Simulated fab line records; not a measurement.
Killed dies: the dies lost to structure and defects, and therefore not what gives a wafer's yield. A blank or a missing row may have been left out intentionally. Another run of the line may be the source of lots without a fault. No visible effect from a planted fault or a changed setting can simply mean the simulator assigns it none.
Which tool did it? / flow nand-harc / 11 lots, 33 wafers sampled, at 6 steps of a route of 1302

## WHAT EACH GAUGE READ, for each wafer
NHARC_A_CHANNEL_HOLE_D2_INSPECT_40. Usual: raw-defect-count reads 268 (standard deviation 85).
lot=L571; measured=day 14 06:25; on=defect-inspect-02; raw-defect-count=227 360 285; flag=
lot=L573; measured=day 14 09:58; on=defect-inspect-02; raw-defect-count=201 204 168; flag=
lot=L572; measured=day 14 18:24; on=defect-inspect-02; raw-defect-count=511 317 226; flag=
lot=L575; measured=day 15 11:56; on=defect-inspect-02; raw-defect-count=288 313 293; flag=
lot=L578; measured=day 17 05:00; on=defect-inspect-02; raw-defect-count=227 646 263; flag=
lot=L579; measured=day 17 09:08; on=defect-inspect-02; raw-defect-count=271 715 201; flag=
lot=L587; measured=day 20 18:31; on=defect-inspect-02; raw-defect-count=259 280 221; flag=
lot=L588; measured=day 20 23:11; on=defect-inspect-02; raw-defect-count=193 203 200; flag=
lot=L589; measured=day 21 12:16; on=defect-inspect-02; raw-defect-count=141 228 113; flag=
lot=L591; measured=day 22 09:49; on=defect-inspect-02; raw-defect-count=151 197 192; flag=
lot=L593; measured=day 23 19:34; on=defect-inspect-02; raw-defect-count=365 247 230; flag=

NHARC_END_SORT_01. Usual: killed-at-array 54, standard deviation 23; killed-at-other 1.2, standard deviation 1.5; killed-at-periphery 3.9, standard deviation 2.5; killed-dies 59, standard deviation 23; killed-open 3.2, standard deviation 1.7; killed-short 2.4, standard deviation 1.6.
lot=L578; measured=day 28 02:14; on=prober-01; killed-at-array=56; killed-at-other=5; killed-at-periphery=3; killed-dies=64; killed-open=2; killed-short=5; flag=
lot=L579; measured=day 28 04:41; on=prober-02; killed-at-array=90; killed-at-other=0; killed-at-periphery=4; killed-dies=94; killed-open=4; killed-short=6; flag=

## WHAT TOOL EACH LOT RAN ON (gives the tool, then ch and the chambers of the sampled wafers, and finally the start)
lot=L571; NHARC_A_CHANNEL_HOLE_D2_ETCH_34=rie-diel-07 ch 1,2,3, day 13 22:55 or earlier; NHARC_A_CHANNEL_HOLE_D2_ETCH_21=har-etch-02 ch 0,1, day 13 22:55; NHARC_A_CHANNEL_HOLE_D2_STRIP_28=rie-diel-01 ch 0,1,2, day 14 06:25 or earlier; NHARC_A_CHANNEL_FILL_D2_ALD_15=ald-sin-batch-02 ch 0, no start
lot=L573; NHARC_A_CHANNEL_HOLE_D2_ETCH_34=rie-diel-13 ch 1,2, day 14 04:41 or earlier; NHARC_A_CHANNEL_HOLE_D2_ETCH_21=har-etch-01 ch 0,1, day 14 04:41; NHARC_A_CHANNEL_HOLE_D2_STRIP_28=rie-diel-01 ch 0,1,2, day 14 09:58 or earlier; NHARC_A_CHANNEL_FILL_D2_ALD_15=ald-sin-batch-02 ch 0, no start
lot=L572; NHARC_A_CHANNEL_HOLE_D2_ETCH_34=rie-diel-01 ch 0,1,3, day 14 13:11 or earlier; NHARC_A_CHANNEL_HOLE_D2_ETCH_21=har-etch-01 ch 0,1, day 14 13:11; NHARC_A_CHANNEL_HOLE_D2_STRIP_28=rie-diel-13 ch 1,2, day 14 18:24 or earlier; NHARC_A_CHANNEL_FILL_D2_ALD_15=ald-sin-batch-02 ch 0, no start
lot=L575; NHARC_A_CHANNEL_HOLE_D2_ETCH_34=rie-diel-13 ch 2,3, day 15 06:38 or earlier; NHARC_A_CHANNEL_HOLE_D2_ETCH_21=har-etch-01 ch 0,1, day 15 06:38; NHARC_A_CHANNEL_HOLE_D2_STRIP_28=rie-diel-07 ch 2,3, day 15 11:56 or earlier; NHARC_A_CHANNEL_FILL_D2_ALD_15=ald-sin-batch-02 ch 0, no start
lot=L578; NHARC_A_CHANNEL_HOLE_D2_ETCH_34=rie-diel-07 ch 0,1,3, day 16 23:43 or earlier; NHARC_A_CHANNEL_HOLE_D2_ETCH_21=har-etch-01 ch 0,1, day 16 23:43; NHARC_A_CHANNEL_HOLE_D2_STRIP_28=rie-diel-07 ch 0,2,3, day 17 05:00 or earlier; NHARC_A_CHANNEL_FILL_D2_ALD_15=ald-sin-batch-03 ch 0, day 28 02:14 or earlier
lot=L579; NHARC_A_CHANNEL_HOLE_D2_ETCH_34=rie-diel-01 ch 0,3, day 17 03:53 or earlier; NHARC_A_CHANNEL_HOLE_D2_ETCH_21=har-etch-01 ch 0,1, day 17 03:53; NHARC_A_CHANNEL_HOLE_D2_STRIP_28=rie-diel-01 ch 0,2,3, day 17 09:08 or earlier; NHARC_A_CHANNEL_FILL_D2_ALD_15=ald-sin-batch-01 ch 0, day 28 04:41 or earlier
lot=L587; NHARC_A_CHANNEL_HOLE_D2_ETCH_34=rie-diel-01 ch 0,1,2, day 20 12:47 or earlier; NHARC_A_CHANNEL_HOLE_D2_ETCH_21=har-etch-01 ch 0,1, day 20 12:47; NHARC_A_CHANNEL_HOLE_D2_STRIP_28=rie-diel-13 ch 0,1,3, day 20 18:31 or earlier; NHARC_A_CHANNEL_FILL_D2_ALD_15=ald-sin-batch-03 ch 0, no start
lot=L588; NHARC_A_CHANNEL_HOLE_D2_ETCH_34=rie-diel-01 ch 1,2,3, day 20 18:03 or earlier; NHARC_A_CHANNEL_HOLE_D2_ETCH_21=har-etch-01 ch 0,1, day 20 18:03; NHARC_A_CHANNEL_HOLE_D2_STRIP_28=rie-diel-01 ch 0,2,3, day 20 23:11 or earlier; NHARC_A_CHANNEL_FILL_D2_ALD_15=ald-sin-batch-02 ch 0, no start
lot=L589; NHARC_A_CHANNEL_HOLE_D2_ETCH_34=rie-diel-07 ch 2,3, day 21 07:05 or earlier; NHARC_A_CHANNEL_HOLE_D2_ETCH_21=har-etch-02 ch 0,1, day 21 07:05; NHARC_A_CHANNEL_HOLE_D2_STRIP_28=rie-diel-01 ch 0,2, day 21 12:16 or earlier; NHARC_A_CHANNEL_FILL_D2_ALD_15=ald-sin-batch-01 ch 0, no start
lot=L591; NHARC_A_CHANNEL_HOLE_D2_ETCH_34=rie-diel-13 ch 0,1,2, day 22 04:33 or earlier; NHARC_A_CHANNEL_HOLE_D2_ETCH_21=har-etch-01 ch 0,1, day 22 04:33; NHARC_A_CHANNEL_HOLE_D2_STRIP_28=rie-diel-13 ch 0,2,3, day 22 09:49 or earlier; NHARC_A_CHANNEL_FILL_D2_ALD_15=ald-sin-batch-02 ch 0, no start
lot=L593; NHARC_A_CHANNEL_HOLE_D2_ETCH_34=rie-diel-13 ch 0,3, day 23 14:22 or earlier; NHARC_A_CHANNEL_HOLE_D2_ETCH_21=har-etch-01 ch 0,1, day 23 14:22; NHARC_A_CHANNEL_HOLE_D2_STRIP_28=rie-diel-07 ch 0,1,3, day 23 19:34 or earlier; NHARC_A_CHANNEL_FILL_D2_ALD_15=ald-sin-batch-03 ch 0, no start
- NHARC_A_CHANNEL_HOLE_D2_ETCH_34: etches the open film in CF4/CHF3, target depth 154 nm, time 77 s.
- NHARC_A_CHANNEL_HOLE_D2_ETCH_21: etches the open film in C4F8/O2/Ar, time 514.3 s, target depth 1600 nm.
- NHARC_A_CHANNEL_HOLE_D2_STRIP_28: strips in O2.
- NHARC_A_CHANNEL_FILL_D2_ALD_15: deposits SiNx, target thk 2 nm, pulse time 60 s, ald cycles 19.

## AS READ BY THE TOOLS THEMSELVES (means over the sampled wafers that have a number; for cases with no such wafer, the mark the record gives instead)
NHARC_A_CHANNEL_HOLE_D2_ETCH_34. Usual: drypump-motor-current-A 5.7 A, standard deviation 0.48; mfc-ar-sccm 0.008 sccm, standard deviation 0.0097; oes-product-au 0.960 a.u., standard deviation 0.017; rf-vpp-V 370.8 V, standard deviation 2; showerhead-plenum-p-Torr 1.58 Torr, standard deviation 0.058; throttle-valve-pct 16.802 %, standard deviation 0.0088.
lot=L571; tool=rie-diel-07; drypump-motor-current-A (A)=5.6; mfc-ar-sccm (sccm)=0.000; oes-product-au (a.u.)=0.970; rf-vpp-V (V)=370.6; showerhead-plenum-p-Torr (Torr)=1.59; throttle-valve-pct (%)=16.807; flag=
lot=L573; tool=rie-diel-13; drypump-motor-current-A (A)=5.1; mfc-ar-sccm (sccm)=0.017; oes-product-au (a.u.)=0.968; rf-vpp-V (V)=372.8; showerhead-plenum-p-Torr (Torr)=1.65; throttle-valve-pct (%)=16.800; flag=
lot=L572; tool=rie-diel-01; drypump-motor-current-A (A)=5.9; mfc-ar-sccm (sccm)=0.006; oes-product-au (a.u.)=0.958; rf-vpp-V (V)=371.1; showerhead-plenum-p-Torr (Torr)=1.57; throttle-valve-pct (%)=16.802; flag=
lot=L575; tool=rie-diel-13; drypump-motor-current-A (A)=5.6; mfc-ar-sccm (sccm)=0.018; oes-product-au (a.u.)=0.978; rf-vpp-V (V)=371.8; showerhead-plenum-p-Torr (Torr)=1.63; throttle-valve-pct (%)=16.800; flag=
lot=L578; tool=rie-diel-07; drypump-motor-current-A (A)=6.1; mfc-ar-sccm (sccm)=0.006; oes-product-au (a.u.)=0.920; rf-vpp-V (V)=370.1; showerhead-plenum-p-Torr (Torr)=1.56; throttle-valve-pct (%)=16.802; flag=
lot=L579; tool=rie-diel-01; drypump-motor-current-A (A)=5.8; mfc-ar-sccm (sccm)=0.006; oes-product-au (a.u.)=0.963; rf-vpp-V (V)=369.3; showerhead-plenum-p-Torr (Torr)=1.53; throttle-valve-pct (%)=16.815; flag=
lot=L587; tool=rie-diel-01; drypump-motor-current-A (A)=5.5; mfc-ar-sccm (sccm)=0.000; oes-product-au (a.u.)=0.927; rf-vpp-V (V)=370.1; showerhead-plenum-p-Torr (Torr)=1.55; throttle-valve-pct (%)=16.799; flag=
lot=L588; tool=rie-diel-01; drypump-motor-current-A (A)=5.8; mfc-ar-sccm (sccm)=0.006; oes-product-au (a.u.)=0.973; rf-vpp-V (V)=370.8; showerhead-plenum-p-Torr (Torr)=1.56; throttle-valve-pct (%)=16.807; flag=
lot=L589; tool=rie-diel-07; drypump-motor-current-A (A)=5.3; mfc-ar-sccm (sccm)=0.000; oes-product-au (a.u.)=0.960; rf-vpp-V (V)=371.0; showerhead-plenum-p-Torr (Torr)=1.59; throttle-valve-pct (%)=16.798; flag=
lot=L591; tool=rie-diel-13; drypump-motor-current-A (A)=5.6; mfc-ar-sccm (sccm)=0.015; oes-product-au (a.u.)=0.960; rf-vpp-V (V)=372.9; showerhead-plenum-p-Torr (Torr)=1.63; throttle-valve-pct (%)=16.795; flag=
lot=L593; tool=rie-diel-13; drypump-motor-current-A (A)=5.9; mfc-ar-sccm (sccm)=0.016; oes-product-au (a.u.)=0.964; rf-vpp-V (V)=371.2; showerhead-plenum-p-Torr (Torr)=1.62; throttle-valve-pct (%)=16.795; flag=

NHARC_A_CHANNEL_HOLE_D2_ETCH_21. Usual: drypump-motor-current-A 6.04 A, standard deviation 0.23; mfc-ar-sccm 374.9 sccm, standard deviation 1.1; showerhead-plenum-p-Torr 3.60 Torr, standard deviation 0.11; throttle-valve-pct 32.155 %, standard deviation 0.0091.
lot=L571; tool=har-etch-02; drypump-motor-current-A (A)=5.84; mfc-ar-sccm (sccm)=375.0; showerhead-plenum-p-Torr (Torr)=3.70; throttle-valve-pct (%)=32.154; flag=
lot=L573; tool=har-etch-01; drypump-motor-current-A (A)=6.23; mfc-ar-sccm (sccm)=374.5; showerhead-plenum-p-Torr (Torr)=3.62; throttle-valve-pct (%)=32.150; flag=
lot=L572; tool=har-etch-01; drypump-motor-current-A (A)=6.22; mfc-ar-sccm (sccm)=374.8; showerhead-plenum-p-Torr (Torr)=3.62; throttle-valve-pct (%)=32.162; flag=
lot=L575; tool=har-etch-01; drypump-motor-current-A (A)=6.06; mfc-ar-sccm (sccm)=374.1; showerhead-plenum-p-Torr (Torr)=3.54; throttle-valve-pct (%)=32.158; flag=
lot=L578; tool=har-etch-01; drypump-motor-current-A (A)=6.06; mfc-ar-sccm (sccm)=374.8; showerhead-plenum-p-Torr (Torr)=3.53; throttle-valve-pct (%)=32.150; flag=
lot=L579; tool=har-etch-01; drypump-motor-current-A (A)=6.07; mfc-ar-sccm (sccm)=375.3; showerhead-plenum-p-Torr (Torr)=3.52; throttle-valve-pct (%)=32.148; flag=
lot=L587; tool=har-etch-01; drypump-motor-current-A (A)=6.21; mfc-ar-sccm (sccm)=374.9; showerhead-plenum-p-Torr (Torr)=3.58; throttle-valve-pct (%)=32.152; flag=
lot=L588; tool=har-etch-01; drypump-motor-current-A (A)=6.08; mfc-ar-sccm (sccm)=375.8; showerhead-plenum-p-Torr (Torr)=3.49; throttle-valve-pct (%)=32.148; flag=
lot=L589; tool=har-etch-02; drypump-motor-current-A (A)=5.95; mfc-ar-sccm (sccm)=374.4; showerhead-plenum-p-Torr (Torr)=3.62; throttle-valve-pct (%)=32.153; flag=
lot=L591; tool=har-etch-01; drypump-motor-current-A (A)=6.22; mfc-ar-sccm (sccm)=374.8; showerhead-plenum-p-Torr (Torr)=3.56; throttle-valve-pct (%)=32.162; flag=
lot=L593; tool=har-etch-01; drypump-motor-current-A (A)=6.23; mfc-ar-sccm (sccm)=375.3; showerhead-plenum-p-Torr (Torr)=3.55; throttle-valve-pct (%)=32.157; flag=

NHARC_A_CHANNEL_HOLE_D2_STRIP_28. Usual: drypump-motor-current-A 5.7 A, standard deviation 0.48; mfc-ar-sccm 0.008 sccm, standard deviation 0.0099; oes-product-au 1.000 a.u., standard deviation 0.0077; rf-vpp-V 57.9 V, standard deviation 0.84; showerhead-plenum-p-Torr 3.54 Torr, standard deviation 0.13; throttle-valve-pct 17.037 %, standard deviation 0.0093.
lot=L571; tool=rie-diel-01; drypump-motor-current-A (A)=5.5; mfc-ar-sccm (sccm)=0.000; oes-product-au (a.u.)=1.005; rf-vpp-V (V)=57.5; showerhead-plenum-p-Torr (Torr)=3.47; throttle-valve-pct (%)=17.032; flag=
lot=L573; tool=rie-diel-01; drypump-motor-current-A (A)=5.5; mfc-ar-sccm (sccm)=0.000; oes-product-au (a.u.)=0.997; rf-vpp-V (V)=58.0; showerhead-plenum-p-Torr (Torr)=3.47; throttle-valve-pct (%)=17.035; flag=
lot=L572; tool=rie-diel-13; drypump-motor-current-A (A)=5.4; mfc-ar-sccm (sccm)=0.009; oes-product-au (a.u.)=1.000; rf-vpp-V (V)=58.2; showerhead-plenum-p-Torr (Torr)=3.74; throttle-valve-pct (%)=17.034; flag=
lot=L575; tool=rie-diel-07; drypump-motor-current-A (A)=5.3; mfc-ar-sccm (sccm)=0.000; oes-product-au (a.u.)=0.988; rf-vpp-V (V)=58.2; showerhead-plenum-p-Torr (Torr)=3.58; throttle-valve-pct (%)=17.034; flag=
lot=L578; tool=rie-diel-07; drypump-motor-current-A (A)=5.7; mfc-ar-sccm (sccm)=0.006; oes-product-au (a.u.)=0.990; rf-vpp-V (V)=57.2; showerhead-plenum-p-Torr (Torr)=3.52; throttle-valve-pct (%)=17.044; flag=
lot=L579; tool=rie-diel-01; drypump-motor-current-A (A)=5.7; mfc-ar-sccm (sccm)=0.006; oes-product-au (a.u.)=1.004; rf-vpp-V (V)=57.8; showerhead-plenum-p-Torr (Torr)=3.42; throttle-valve-pct (%)=17.042; flag=
lot=L587; tool=rie-diel-13; drypump-motor-current-A (A)=5.8; mfc-ar-sccm (sccm)=0.011; oes-product-au (a.u.)=0.992; rf-vpp-V (V)=58.2; showerhead-plenum-p-Torr (Torr)=3.66; throttle-valve-pct (%)=17.036; flag=
lot=L588; tool=rie-diel-01; drypump-motor-current-A (A)=5.7; mfc-ar-sccm (sccm)=0.006; oes-product-au (a.u.)=0.996; rf-vpp-V (V)=57.7; showerhead-plenum-p-Torr (Torr)=3.42; throttle-valve-pct (%)=17.026; flag=
lot=L589; tool=rie-diel-01; drypump-motor-current-A (A)=5.3; mfc-ar-sccm (sccm)=0.000; oes-product-au (a.u.)=1.004; rf-vpp-V (V)=57.6; showerhead-plenum-p-Torr (Torr)=3.38; throttle-valve-pct (%)=17.046; flag=
lot=L591; tool=rie-diel-13; drypump-motor-current-A (A)=5.7; mfc-ar-sccm (sccm)=0.020; oes-product-au (a.u.)=0.997; rf-vpp-V (V)=58.3; showerhead-plenum-p-Torr (Torr)=3.62; throttle-valve-pct (%)=17.040; flag=
lot=L593; tool=rie-diel-07; drypump-motor-current-A (A)=6.1; mfc-ar-sccm (sccm)=0.006; oes-product-au (a.u.)=1.005; rf-vpp-V (V)=57.7; showerhead-plenum-p-Torr (Torr)=3.49; throttle-valve-pct (%)=17.047; flag=

NHARC_A_CHANNEL_FILL_D2_ALD_15. Usual: precursor-pulse-height-rel reads 1.002 (standard deviation 0.019).
lot=L571 tool=ald-sin-batch-02 precursor-pulse-height-rel=0.999 flag=
lot=L573 tool=ald-sin-batch-02 precursor-pulse-height-rel=1.001 flag=
lot=L572 tool=ald-sin-batch-02 precursor-pulse-height-rel=0.984 flag=
lot=L575 tool=ald-sin-batch-02 precursor-pulse-height-rel=0.992 flag=
lot=L578 tool=ald-sin-batch-03 precursor-pulse-height-rel=1.004 flag=
lot=L579 tool=ald-sin-batch-01 precursor-pulse-height-rel=1.029 flag=
lot=L587 tool=ald-sin-batch-03 precursor-pulse-height-rel=0.988 flag=
lot=L588 tool=ald-sin-batch-02 precursor-pulse-height-rel=1.009 flag=
lot=L589 tool=ald-sin-batch-01 precursor-pulse-height-rel=1.023 flag=
lot=L591 tool=ald-sin-batch-02 precursor-pulse-height-rel=1.013 flag=
lot=L593 tool=ald-sin-batch-03 precursor-pulse-height-rel=1.024 flag=

## THE ANSWER, worked out from the rows above alone
Rule: a lot is off if the mean of its wafers that have a number lies more than 3 standard deviations from the usual mean. Also off: a lot with no number at a reading for which 4 or more lots have one. All remaining lots with rows at the step are treated as sound. Order of review: gauges by route order, followed by the tools' own readings, for which a lot's mean as printed above is used. At the first step where some lot is off, the reading lying furthest off is the one used; lots without a number count as furthest.
None of the lots is off at any reading shown; this tells nothing.

## WHAT THE SIMULATOR HAD INSERTED
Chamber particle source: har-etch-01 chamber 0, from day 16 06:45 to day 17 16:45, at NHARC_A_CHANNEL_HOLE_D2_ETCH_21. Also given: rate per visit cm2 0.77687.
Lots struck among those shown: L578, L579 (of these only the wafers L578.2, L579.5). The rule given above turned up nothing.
